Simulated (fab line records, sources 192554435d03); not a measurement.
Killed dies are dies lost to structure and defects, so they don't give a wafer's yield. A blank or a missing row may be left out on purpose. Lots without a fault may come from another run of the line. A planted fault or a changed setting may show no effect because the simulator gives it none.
fab line records | flow n5_finfet | part 2 of 2: steps 23 to 29 of 29
record lots=5 wafers=15 last_day=19
route steps=1938 shown BEOL_M2@886
lots that met no fault: from a run of the same line without faults
start_h: hours from the record's first day to the start of the lot's first wafer shown | wait_h: hours since the lot's step before | " the same as in the row above | L1.1+2: a row that stands for several wafers | - no value, or no start given | * or withheld: withheld | < > ~ a bound
route shown NAME@n: a module of which the file shows steps, and the number in the route of the first | usual: mean/standard deviation of fault-free wafers | same: alike in all rows | chamber/n: place in a boat | sites: the reading at each site | _std_site: their standard deviation | _edge_site: outer sites' mean less inner sites' | radius_mm: how far each site lies from the wafer's centre | mask NAME#n: copy n | behind: the tool/chamber that last shaped the wafer | hold: why the lot was held/for how many hours/how that ended | device: the transistor (n, p or np) that didn't switch | end of line: the same wafers' tests at the end of the route | a step without rows: its recipe alone | killed: dies lost to structure and defects at the first sort, not the wafer's yield | map: a wafer's dies, x killed, . not, _ none there
set.NAME: the setting as run; set.NAME@STEP: as run at that earlier step | model.NAME: the simulator's own value behind a step, which no gauge read
lots at some steps of the route; a table a step, a row a wafer
services: from which hour (start_h, from the record's first day; less than 0 if before it) a tool's chamber was out of use, for how many hours, and why
## steps
# step N5_BEOL_M2_SPUTTER_81
# recipe material=Cu target_thk_a=45 temp_c=-20 chamber_pressure_pa=0.07 power_w=withheld time_s=8.29
# usual chuck_gas_flow_sccm=1.26/0.048 chuck_sensor_temp_C=-16.2/0.61 substrate_temp_c=-20.01/0.11 throttle_valve_pct=29.8/0.95
# columns lot.wafer tool chamber start_h wait_h chuck_gas_flow_sccm chuck_sensor_temp_C substrate_temp_c throttle_valve_pct
L076.1 pvd_sputter-01 - 171.23 0.1 1.22 -16.5 -19.95 29.9
L076.2 " - " " 1.30 -15.9 -20.05 28.7
L076.6 " - " " 1.17 -16.0 -19.88 31.5
L077.1 pvd_sputter-03 - 173.29 0.1 1.29 -16.1 -19.94 29.8
L077.2 " - " " 1.36 -15.2 -20.14 28.8
L077.6 " - " " 1.29 -16.3 -20.01 31.1
L088.1 pvd_sputter-03 - 256.62 0.1 1.18 -15.9 -19.99 30.2
L088.2 " - " " 1.28 -15.2 -19.92 29.3
L088.4 " - " " 1.33 -17.4 -20.03 29.9
L089.2 pvd_sputter-01 - 256.84 0.1 1.35 -15.7 -20.08 28.9
L089.5 " - " " 1.32 -16.0 -19.98 31.4
L089.6 " - " " 1.28 -16.4 -20.13 29.7
L096.3 pvd_sputter-03 - 284.83 0.1 1.25 -17.4 -19.93 29.9
L096.5 " - " " 1.26 -16.2 -20.04 31.2
L096.6 " - " " 1.31 -16.0 -19.98 29.9
# step N5_BEOL_M2_ANNEAL_82
# recipe temp_c=400 time_s=240 ambient=vacuum
# usual heater_power_w=841/120
# columns lot.wafer tool chamber start_h wait_h heater_power_w
L076.1 pvd_sputter-01 - 171.31 0.0 807
L076.2 " - " " 729
L076.6 " - " " 882
L077.1 pvd_sputter-03 - 173.37 0.0 835
L077.2 " - " " 1064
L077.6 " - " " 780
L088.1 pvd_sputter-03 - 256.70 0.0 850
L088.2 " - " " 1089
L088.4 " - " " 704
L089.2 pvd_sputter-01 - 256.92 0.0 714
L089.5 " - " " 858
L089.6 " - " " 823
L096.3 pvd_sputter-03 - 284.91 0.0 682
L096.5 " - " " 768
L096.6 " - " " 844
# step N5_BEOL_M2_SPUTTER_86
# recipe material=Cu target_thk_a=45 temp_c=-20 chamber_pressure_pa=0.07 power_w=withheld time_s=8.29
# usual chuck_gas_flow_sccm=1.26/0.055 chuck_sensor_temp_C=-16.2/0.58 substrate_temp_c=-19.99/0.11 throttle_valve_pct=29.8/0.96
# columns lot.wafer tool chamber start_h wait_h chuck_gas_flow_sccm chuck_sensor_temp_C substrate_temp_c throttle_valve_pct
L076.1 pvd_sputter-01 - 171.45 0.1 1.27 -16.4 -19.99 30.1
L076.2 " - " " 1.26 -15.8 -19.90 28.7
L076.6 " - " " 1.26 -16.1 -20.04 31.3
L077.1 pvd_sputter-03 - 173.51 0.1 1.21 -16.1 -19.83 30.1
L077.2 " - " " 1.34 -15.4 -20.05 29.3
L077.6 " - " " 1.18 -16.0 -19.95 31.3
L088.1 pvd_sputter-03 - 256.84 0.1 1.30 -16.1 -19.87 29.8
L088.2 " - " " 1.36 -15.2 -19.92 29.1
L088.4 " - " " 1.25 -17.3 -19.92 30.1
L089.2 pvd_sputter-01 - 257.06 0.1 1.24 -15.8 -20.10 28.7
L089.5 " - " " 1.15 -16.3 -19.64 31.4
L089.6 " - " " 1.32 -16.2 -20.06 30.0
L096.3 pvd_sputter-03 - 285.05 0.1 1.21 -17.4 -19.94 30.0
L096.5 " - " " 1.27 -16.3 -19.80 31.5
L096.6 " - " " 1.29 -15.9 -20.28 30.0
# step N5_BEOL_M2_ANNEAL_87
# recipe temp_c=400 time_s=240 ambient=vacuum
# usual heater_power_w=839/110
# columns lot.wafer tool chamber start_h wait_h heater_power_w
L076.1 pvd_sputter-01 - 171.53 0.0 802
L076.2 " - " " 729
L076.6 " - " " 885
L077.1 pvd_sputter-03 - 173.59 0.0 845
L077.2 " - " " 1080
L077.6 " - " " 793
L088.1 pvd_sputter-03 - 256.92 0.0 859
L088.2 " - " " 1069
L088.4 " - " " 709
L089.2 pvd_sputter-01 - 257.14 0.0 715
L089.5 " - " " 866
L089.6 " - " " 809
L096.3 pvd_sputter-03 - 285.13 0.0 702
L096.5 " - " " 809
L096.6 " - " " 843
# step N5_BEOL_M2_SPUTTER_88
# recipe material=Cu target_thk_a=45 temp_c=-20 chamber_pressure_pa=0.07 power_w=withheld time_s=8.29
# usual chuck_gas_flow_sccm=1.26/0.057 chuck_sensor_temp_C=-16.2/0.59 substrate_temp_c=-20.01/0.1 throttle_valve_pct=29.8/0.97
# columns lot.wafer tool chamber start_h wait_h chuck_gas_flow_sccm chuck_sensor_temp_C substrate_temp_c throttle_valve_pct
L076.1 pvd_sputter-01 - 171.67 0.1 1.20 -16.3 -20.03 29.9
L076.2 " - " " 1.24 -15.8 -19.99 28.5
L076.6 " - " " 1.38 -16.1 -19.98 31.4
L077.1 pvd_sputter-03 - 173.73 0.1 1.25 -15.9 -20.04 30.0
L077.2 " - " " 1.28 -15.2 -19.69 29.0
L077.6 " - " " 1.25 -16.2 -20.06 31.5
L088.1 pvd_sputter-03 - 257.06 0.1 1.28 -16.0 -20.02 29.9
L088.2 " - " " 1.26 -15.3 -20.00 29.2
L088.4 " - " " 1.20 -17.5 -20.02 29.8
L089.2 pvd_sputter-01 - 257.28 0.1 1.32 -15.7 -20.08 28.7
L089.5 " - " " 1.22 -16.1 -20.06 31.6
L089.6 " - " " 1.27 -16.5 -19.95 29.8
L096.3 pvd_sputter-03 - 285.27 0.1 1.14 -17.4 -19.90 30.2
L096.5 " - " " 1.28 -16.2 -20.00 31.4
L096.6 " - " " 1.18 -16.0 -20.06 29.8
# step N5_BEOL_M2_ANNEAL_89
# recipe temp_c=400 time_s=240 ambient=vacuum
# usual heater_power_w=838/120
# columns lot.wafer tool chamber start_h wait_h heater_power_w
L076.1 pvd_sputter-01 - 171.75 0.0 793
L076.2 " - " " 728
L076.6 " - " " 877
L077.1 pvd_sputter-03 - 173.81 0.0 860
L077.2 " - " " 1058
L077.6 " - " " 787
L088.1 pvd_sputter-03 - 257.14 0.0 854
L088.2 " - " " 1093
L088.4 " - " " 711
L089.2 pvd_sputter-01 - 257.36 0.0 714
L089.5 " - " " 859
L089.6 " - " " 791
L096.3 pvd_sputter-03 - 285.35 0.0 703
L096.5 " - " " 774
L096.6 " - " " 846
# step N5_BEOL_M2_SPUTTER_90
# recipe material=Cu target_thk_a=45 temp_c=-20 chamber_pressure_pa=0.07 power_w=withheld time_s=8.29
# usual chuck_gas_flow_sccm=1.26/0.051 chuck_sensor_temp_C=-16.2/0.6 substrate_temp_c=-20.01/0.099 throttle_valve_pct=29.8/0.97
# columns lot.wafer tool chamber start_h wait_h chuck_gas_flow_sccm chuck_sensor_temp_C substrate_temp_c throttle_valve_pct
L076.1 pvd_sputter-01 - 171.89 0.1 1.18 -16.4 -20.17 30.0
L076.2 " - " " 1.32 -15.6 -19.95 28.9
L076.6 " - " " 1.21 -16.0 -20.06 31.6
L077.1 pvd_sputter-03 - 173.95 0.1 1.20 -16.1 -19.96 30.0
L077.2 " - " " 1.31 -15.4 -19.99 29.1
L077.6 " - " " 1.28 -16.3 -19.97 31.3
L088.1 pvd_sputter-03 - 257.28 0.1 1.20 -16.0 -20.04 30.1
L088.2 " - " " 1.28 -15.4 -20.06 29.2
L088.4 " - " " 1.24 -17.3 -20.09 29.8
L089.2 pvd_sputter-01 - 257.50 0.1 1.30 -15.6 -20.01 28.9
L089.5 " - " " 1.37 -16.0 -20.00 31.4
L089.6 " - " " 1.23 -16.4 -20.01 29.9
L096.3 pvd_sputter-03 - 285.49 0.1 1.16 -17.4 -19.76 30.1
L096.5 " - " " 1.30 -16.2 -20.12 31.4
L096.6 " - " " 1.19 -15.9 -20.16 29.9
## services
# columns tool chamber start_h hours kind
pvd_sputter-03 - 147.37 0.7 repair
cvd_co-02 - 161.23 4.8 repair
rie_diel-03 0 163.82 - clean
rie_diel-03 0 163.82 - consumable_replace:focus_ring
rie_diel-03 0 163.82 23.9 scheduled_down
rie_diel-03 0 163.82 23.9 vent_cycle
rie_diel-02 2 187.41 4.7 repair
rie_diel-06 2 204.99 5.7 repair
rie_diel-02 0 209.63 4.7 repair
cvd_co-02 - 209.89 6.7 repair
wet_bench-01 - 213.99 1.4 repair
rie_diel-02 2 215.22 8.0 repair
ald_metal-02 3 215.35 28.4 repair
cvd_co-02 - 216.64 2.8 pm
wet_bench-01 - 222.02 3.2 repair
rie_diel-02 2 223.32 - clean
rie_diel-02 2 223.32 - consumable_replace:focus_ring
rie_diel-02 2 223.32 17.2 scheduled_down
rie_diel-02 2 223.32 17.2 vent_cycle
rie_diel-03 2 232.24 9.5 repair
rie_diel-06 - 234.94 0.5 repair
rie_diel-03 3 245.80 5.4 repair
rie_diel-03 3 251.28 - clean
rie_diel-03 3 251.28 - consumable_replace:focus_ring
